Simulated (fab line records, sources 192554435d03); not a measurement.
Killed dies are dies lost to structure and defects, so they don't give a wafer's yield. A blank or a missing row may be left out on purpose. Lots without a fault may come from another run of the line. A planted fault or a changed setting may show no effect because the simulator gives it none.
fab line records | flow n5_finfet
record lots=7 wafers=39
route steps=1938 shown FIN_SAQP@120 SD_EPI_N@288 HKMG_FIN@438 MOL_CONTACT_COAG@559
start_h: hours from the record's first day to the start of the lot's first wafer shown | wait_h: hours since the lot's step before | " the same as in the row above | L1.1+2: a row that stands for several wafers | - no value, or no start given | * or withheld: withheld | < > ~ a bound
route shown NAME@n: a module of which the file shows steps, and the number in the route of the first | usual: mean/standard deviation of fault-free wafers | same: alike in all rows | chamber/n: place in a boat | sites: the reading at each site | _std_site: their standard deviation | _edge_site: outer sites' mean less inner sites' | radius_mm: how far each site lies from the wafer's centre | mask NAME#n: copy n | behind: the tool/chamber that last shaped the wafer | hold: why the lot was held/for how many hours/how that ended | device: the transistor (n, p or np) that didn't switch | end of line: the same wafers' tests at the end of the route | a step without rows: its recipe alone | killed: dies lost to structure and defects at the first sort, not the wafer's yield | map: a wafer's dies, x killed, . not, _ none there
set.NAME: the setting as run; set.NAME@STEP: as run at that earlier step | model.NAME: the simulator's own value behind a step, which no gauge read
lots whose settings were changed on purpose; a table a step, a row a wafer
## steps
# step N5_FIN_SAQP_MANDREL_ETCH_22
# recipe target_depth_a=600 chemistry=HBr/Cl2 target=a-Si stop_on=SiNx bt_time_s=10 over_etch_frac=0.5 time_s=30 pressure_mtorr=10 icp_w=800 bias_w=75 HBr_flow_sccm=150 Cl2_flow_sccm=80 ends=end_point
# columns lot.wafer tool chamber start_h wait_h set.icp_w model.SOC_of_FIN_SAQP_COAT_49.thk_nm
L076.1 rie_si-01 3 34.37 0.0 800 76.08
L076.2 " 2 " " 800 75.88
L076.3 " 0 " " 800 76.55
L076.4 " 1 " " 705.9 76.94
L076.5 " 1 " " 705.9 77.26
L076.6 " 0 " " 705.9 77.83
L077.1 rie_si-01 3 40.83 0.0 800 75.63
L077.2 " 1 " " 656.5 77.65
L077.3 " 2 " " 656.5 78.11
L077.4 " 2 " " 656.5 77.62
L077.5 " 3 " " 800 75.7
L077.6 " 1 " " 800 75.72
L078.1 rie_si-02 0 45.52 0.0 800 77.7
L078.2 " 2 " " 674.2 77.71
L078.3 " 3 " " 800 76.8
L078.4 " 1 " " 674.2 78.65
L078.5 " 3 " " 674.2 78.38
L078.6 " 0 " " 800 77.41
L082.1 rie_si-02 2 70.08 0.0 920.3 75.07
L082.2 " 1 " " 800 76.59
L082.3 " 3 " " 800 77.12
L082.4 " 0 " " 920.3 75.85
L082.5 " 1 " " 920.3 75.41
L082.6 " 0 " " 800 77.24
L086.1+4 rie_si-03 3 95.89 0.0 727.3 77.28
L086.2 " 2 " " 727.3 77.54
L086.3 " 0 " " 800 76.56
L086.5 " 0 " " 800 76.91
L086.6 " 2 " " 800 76.62
L091.1 rie_si-02 0 124.06 0.0 800 77.37
L091.3 " 3 " " 800 76.63
L091.5 " 1 " " 800 76.29
L094.1 rie_si-01 1 142.54 0.0 888.7 74.64
L094.2 " 2 " " 888.7 74.46
L094.3 " 0 " " 800 76.01
L094.4 " 3 " " 800 75.71
L094.5 " 3 " " 888.7 74.41
L094.6 " 2 " " 800 75.88
# step N5_FIN_SAQP_SPACER1_ALD_24
# recipe material=SiO2 target_thk_a=203 temp_c=300 ald_precursor_family=BDEAS ald_co_reactant=O2-plasma pulse_time_s=1 purge_time_s=2 co_reactant_purge_time_s=2 ald_cycles=218 pressure_torr=2
# columns lot.wafer tool chamber start_h wait_h set.ald_cycles model.SiO2_of_FIN_SAQP_SPACER1_ALD_24.thk_nm
L076.1+3+4+5 ald_sin-03 0,2,3,3 35.19 0.3 218 20.4
L076.2+6 " 1,2 " " 218 20.2
L077.1+2+3+4+5+6 ald_sin-01 1,0,2,3,0,1 41.66 0.3 218 20.2
L078.1+3+4 ald_sin-01 2,3,1 46.62 0.6 218 20.4
L078.2+5+6 " 0,1,2 " " 218 20.2
L082.1+3+6 ald_sin-04 2,1,2 71.00 0.3 249 23.2
L082.2+5 " 3,1 " " 218 20.4
L082.4 " 0 " " 218 20.2
L086.1 ald_sin-01 1 96.70 0.3 199 18.8
L086.2+3 " 3,2 " " 199 18.6
L086.4+5+6 " 0,3,0 " " 218 20.4
L091.1 ald_sin-01 0 124.92 0.3 218 20.2
L091.3+5 " 2 " " 218 20.4
L094.1+6 ald_sin-04 0,3 143.68 0.6 218 20.4
L094.2+3+4+5 " 3,1,2,0 " " 218 20.2
# step N5_FIN_SAQP_SPACER1_ETCHBACK_25
# recipe chemistry=CHF3/O2 mode=anisotropic_etchback target=SiO2 target_depth_a=244 time_s=12.2 pressure_mtorr=30 source_w=650 bias_w=170 Ar_flow_sccm=200 CHF3_flow_sccm=50 O2_flow_sccm=5 ion_energy_ev=200
# step N5_FIN_SAQP_MANDREL1_REMOVE_56
# recipe chemistry=HBr/Cl2/O2 bt_time_s=10 target=a-Si stop_on=SiNx endpoint=OES-SiCl over_etch_frac=1 icp_w=600 bias_w=22 HBr_flow_sccm=150 Cl2_flow_sccm=80 O2_flow_sccm=5 pressure_mtorr=10
# columns lot.wafer tool chamber start_h wait_h set.ald_cycles@FIN_SAQP_SPACER1_ALD_24 model.FIN_SAQP.cd_nm
L076.1+3+6 rie_si-02 0,2,0 36.03 0.1 218 20.4
L076.2+4+5 " 3,1,1 " " 218 20.2
L077.1+2+3+5 rie_si-02 0,1,3,3 42.46 0.1 218 20.2
L077.4+6 " 2 " " 218 20.4
L078.1+4 rie_si-03 2,0 47.66 0.1 218 20.4
L078.2+3+5+6 " 3,1,1,0 " " 218 20.2
L082.1+3 rie_si-03 3,0 71.81 0.1 249 23.2
L082.2 " 2 " " 218 20.4
L082.4+5 " 1,0 " " 218 20.2
L082.6 " 3 " " 249 23
L086.1 rie_si-01 1 97.84 0.1 199 18.8
L086.2+3 " 2,0 " " 199 18.6
L086.4+5+6 " 3,3,0 " " 218 20.4
L091.1+3 rie_si-01 0,3 125.72 0.1 218 20.2
L091.5 " 0 " " 218 20.4
L094.1+3 rie_si-02 1,2 144.49 0.1 218 20.4
L094.2+4+5+6 " 0,3,0,1 " " 218 20.2
# step N5_FIN_SAQP_CD_MEAS_27
# recipe target_cd_nm=20 landing_energy_ev=1000 detector=se_inlens polarity=line
# usual cd_nm=20.32/0.22
# columns lot.wafer tool chamber start_h wait_h set.ald_cycles@FIN_SAQP_SPACER1_ALD_24 cd_nm
L076.1 cd_sem-03 0 36.14 0.1 218 20.15
L076.2 " 0 " " 218 20.08
L076.3 " 0 " " 218 20.26
L076.4 " 0 " " 218 19.95
L076.5 " 0 " " 218 20.23
L076.6 " 0 " " 218 20.49
L077.1 cd_sem-02 0 42.57 0.1 218 20.14
L077.2 " 0 " " 218 20.30
L077.3 " 0 " " 218 20.15
L077.4 " 0 " " 218 20.27
L077.5 " 0 " " 218 20.61
L077.6 " 0 " " 218 20.50
L078.1 cd_sem-03 0 47.77 0.1 218 20.40
L078.2 " 0 " " 218 20.39
L078.3 " 0 " " 218 20.16
L078.4 " 0 " " 218 20.39
L078.5 " 0 " " 218 20.46
L078.6 " 0 " " 218 20.26
L082.1 cd_sem-01 0 71.92 0.1 249 23.25
L082.2 " 0 " " 218 20.41
L082.3 " 0 " " 249 23.25
L082.4 " 0 " " 218 20.55
L082.5 " 0 " " 218 20.30
L082.6 " 0 " " 249 23.32
L086.1 cd_sem-03 0 97.95 0.1 199 18.91
L086.2 " 0 " " 199 18.48
L086.3 " 0 " " 199 18.32
L086.4 " 0 " " 218 20.26
L086.5 " 0 " " 218 20.57
L086.6 " 0 " " 218 20.35
L091.1 cd_sem-03 0 125.83 0.1 218 20.25
L091.3 " 0 " " 218 20.51
L091.5 " 0 " " 218 20.76
L094.1 cd_sem-02 0 144.60 0.1 218 20.45
L094.2 " 0 " " 218 20.27
L094.3 " 0 " " 218 20.52
L094.4 " 0 " " 218 19.90
L094.5 " 0 " " 218 20.62
L094.6 " 0 " " 218 20.20
# step N5_SD_EPI_N_EPI_21
# recipe material=Si:P dopant=P temp_c=680 pressure_torr=255 time_s=690
# columns lot.wafer tool chamber start_h wait_h set.pressure_torr model.Si-P_of_SD_EPI_N_EPI_21.thk_nm
L076.1 epi_rpcvd-03 0 61.72 0.1 255 58.4
L076.2 " 0 " " 255 59.2
L076.3 " 0 " " 255 58.2
L076.4 " 0 " " 255 58
L076.5 " 0 " " 255 58.8
L076.6 " 0 " " 255 58.6
L077.1 epi_rpcvd-01 0 68.91 0.2 294.5 63
L077.2 " 0 " " 294.5 64
L077.3 " 0 " " 294.5 63.4
L077.4+5 " 0 " " 294.5 63.6
L077.6 " 0 " " 294.5 63.8
L078.1 epi_rpcvd-03 0 74.00 0.1 255 59.4
L078.2 " 0 " " 255 59
L078.3 " 0 " " 255 59.8
L078.4+6 " 0 " " 255 59.2
L078.5 " 0 " " 255 58.8
L082.1+3+6 epi_rpcvd-01 0 98.98 0.2 255 57.6
L082.2 " 0 " " 255 58.6
L082.4 " 0 " " 255 58.2
L082.5 " 0 " " 255 58
L086.1+2+6 epi_rpcvd-01 0 124.58 0.2 242 57.2
L086.3 " 0 " " 242 57
L086.4 " 0 " " 242 58.2
L086.5 " 0 " " 242 56.6
L091.1 epi_rpcvd-01 0 151.32 0.1 255 59.8
L091.3+5 " 0 " " 255 60
L094.1+5+6 epi_rpcvd-03 0 170.51 0.1 229.3 56.4
L094.2 " 0 " " 229.3 56.6
L094.3 " 0 " " 229.3 57.8
L094.4 " 0 " " 229.3 56.8
# step N5_HKMG_FIN_ETCH_35
# recipe chemistry=N2/H2 target=SOC target_depth_a=2158 ion_energy_ev=65 bias_w=5 source_w=3000 time_s=243.4 pressure_mtorr=30 n2_flow_sccm=200 h2_flow_sccm=200
# usual rf_vpp_V=141.6/1
# columns lot.wafer tool chamber start_h wait_h set.bias_w rf_vpp_V
L076.1 rie_diel-06 3 86.95 0.0 5 141.9
L076.2 " 1 " " 5 142.4
L076.3 " 0 " " 5 142.8
L076.4 " 3 " " 5 141.1
L076.5 " 0 " " 5 143.6
L076.6 " 1 " " 5 143.4
L077.1 rie_diel-03 2 92.96 0.0 5 140.4
L077.2 " 0 " " 5.592 152.9
L077.3 " 3 " " 5.592 152.7
L077.4 " 1 " " 5 141.7
L077.5 " 3 " " 5.592 153.2
L077.6 " 0 " " 5 140.7
L078.1 rie_diel-06 2 98.89 0.0 4.419 130.7
L078.2 " 3 " " 5 141.6
L078.3 " 0 " " 5 142.1
L078.4 " 1 " " 4.419 130.9
L078.5 " 2 " " 5 140.5
L078.6 " 1 " " 4.419 131.1
L082.1 rie_diel-06 2 124.79 0.0 5.678 152.9
L082.2 " 1 " " 5.678 153.7
L082.3 " 3 " " 5 141.5
L082.4 " 0 " " 5 141.9
L082.5 " 1 " " 5 141.3
L082.6 " 0 " " 5.678 154.4
L086.1 rie_diel-03 0 148.88 0.0 5 141.6
L086.2 " 3 " " 4.503 132.2
L086.3 " 2 " " 4.503 131.9
L086.4 " 1 " " 5 142.2
L086.5 " 2 " " 4.503 131.8
L086.6 " 1 " " 5 140.8
L091.1 rie_diel-01 2 175.87 0.0 5 142.8
L091.3 " 0 " " 5 141.7
L091.5 " 1 " " 5 142.6
L094.1 rie_diel-01 3 197.86 0.0 5.368 150.7
L094.2 " 1 " " 5 142.0
L094.3 " 2 " " 5 141.8
L094.4 " 0 " " 5.368 148.8
L094.5 " 1 " " 5 141.6
L094.6 " 0 " " 5.368 148.6
# step N5_MOL_CONTACT_COAG_ALD_27
# recipe material=SiOC target_thk_a=170 temp_c=400 ald_precursor_family=carbosiloxane ald_co_reactant=H2-plasma pulse_time_s=1.5 time_s=2720 purge_time_s=2 co_reactant_purge_time_s=2 ald_cycles=340 pressure_torr=2
# columns lot.wafer tool chamber start_h wait_h set.time_s model.SiOC_of_MOL_CONTACT_COAG_ALD_27.thk_nm
L076.1+3+6 ald_sin-03 3,1,2 106.65 0.2 2720 17
L076.2 " 2 " " 3220 17
L076.4+5 " 0,1 " " 3220 17.2
L077.1+3+6 ald_sin-01 3,0,3 112.82 0.9 2720 17.2
L077.2+4+5 " 1,2,0 " " 2720 17
L078.1+2 ald_sin-01 1,0 117.79 0.0 2144 13.4
L078.3+6 " 2,1 " " 2720 17
L078.4 " 3 " " 2720 17.2
L078.5 " 2 " " 2144 13.6
L082.1+3+4 ald_sin-01 1,3,2 143.22 0.0 2720 17.2
L082.2 " 0 " " 3158 17
L082.5+6 " 1,2 " " 3158 17.2
L086.1+3 ald_sin-04 3,2 168.32 0.0 2720 17
L086.2+5 " 1 " " 3314 17
L086.4 " 0 " " 3314 17.2
L086.6 " 0 " " 2720 17.2
L091.1+5 ald_sin-03 0,1 202.41 0.0 2720 17
L091.3 " 3 " " 2720 16.8
L094.1+2+3 ald_sin-04 1,2,3 217.17 0.4 2516 15.8
L094.4+5+6 " 0,3,2 " " 2720 17
## key
split step=N5_FIN_SAQP_MANDREL_ETCH_22 setting=icp_w stated=800 by=wafer
response step=N5_FIN_SAQP_MANDREL_ETCH_22 reading=model.SOC_of_FIN_SAQP_COAT_49.thk_nm change=-0.0974 per=1% r=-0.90
split step=N5_FIN_SAQP_SPACER1_ALD_24 setting=ald_cycles stated=218 by=wafer
response step=N5_FIN_SAQP_SPACER1_ALD_24 reading=model.SiO2_of_FIN_SAQP_SPACER1_ALD_24.thk_nm change=+0.201 per=1% r=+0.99
response step=N5_FIN_SAQP_MANDREL1_REMOVE_56 reading=model.FIN_SAQP.cd_nm change=+0.201 per=1% r=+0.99
response step=N5_FIN_SAQP_CD_MEAS_27 reading=cd_nm change=+0.203 per=1% r=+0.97
split step=N5_SD_EPI_N_EPI_21 setting=pressure_torr stated=255 by=lot
response step=N5_SD_EPI_N_EPI_21 reading=model.Si-P_of_SD_EPI_N_EPI_21.thk_nm change=+0.279 per=1% r=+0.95
split step=N5_HKMG_FIN_ETCH_35 setting=bias_w stated=5 by=wafer
response step=N5_HKMG_FIN_ETCH_35 reading=rf_vpp_V change=+0.946 per=1% r=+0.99
split step=N5_MOL_CONTACT_COAG_ALD_27 setting=time_s stated=2720 by=wafer
response step=N5_MOL_CONTACT_COAG_ALD_27 reading=model.SiOC_of_MOL_CONTACT_COAG_ALD_27.thk_nm shape=bent at_lowest=13.47 at_stated=17.06 at_highest=17.07
